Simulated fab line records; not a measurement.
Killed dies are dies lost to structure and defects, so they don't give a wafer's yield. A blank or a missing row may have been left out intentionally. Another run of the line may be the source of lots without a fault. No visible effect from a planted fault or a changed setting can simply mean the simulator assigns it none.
Chamber matching	flow nand_harc	NHARC_P_BONDPAD_CMP_32 on cmp-04: 4 sister chambers
The step polishes SiCN, target thk 200 nm. 8 wafers are shown with their chamber, then 9 later ones without.

## WAFERS, EACH WITH ITS CHAMBER
wafer	chamber	motor_current_A (A)
L076.5	2	11.5
L084.5	2	11.4
L089.2	1	15.9
L089.3	0	10.5
L089.5	3	12.4
L088.1	1	16.3
L088.4	3	12.2
L088.5	0	9.3

## WAFERS MISSING THEIR CHAMBER
wafer	motor_current_A (A)
L090.2	9.7
L090.3	12.2
L090.6	12.3
L091.2	12.5
L091.4	15.5
L091.5	15.9
L094.2	12.5
L094.4	10.0
L094.5	11.7

## EACH ONE'S CHAMBER
wafer	from the rows above	in truth
L090.2	0	0
L090.3	can't be placed: 3 or 2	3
L090.6	can't be placed: 3 or 2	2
L091.2	can't be placed: 3 or 2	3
L091.4	1	1
L091.5	1	1
L094.2	can't be placed: 3 or 2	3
L094.4	0	0
L094.5	can't be placed: 2 or 3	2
Placed correctly: 4 of 9. Unplaceable from these rows: 5, with the true chamber sitting among the candidates in 5. 0 placed wrongly.
How it was worked out, from the rows above alone: a wafer's distance from a chamber is the root of the sum, over the readings, of the square of ((its reading less the chamber's mean) divided by the reading's scatter). The wafer belongs to the nearest chamber; if the next one is less than 2 further off, it can't be placed. A chamber's mean is the mean of its shown wafers. The scatter: the root of (the sum of the squares of (reading less its chamber's mean) over the shown wafers, divided by (wafers less chambers)).
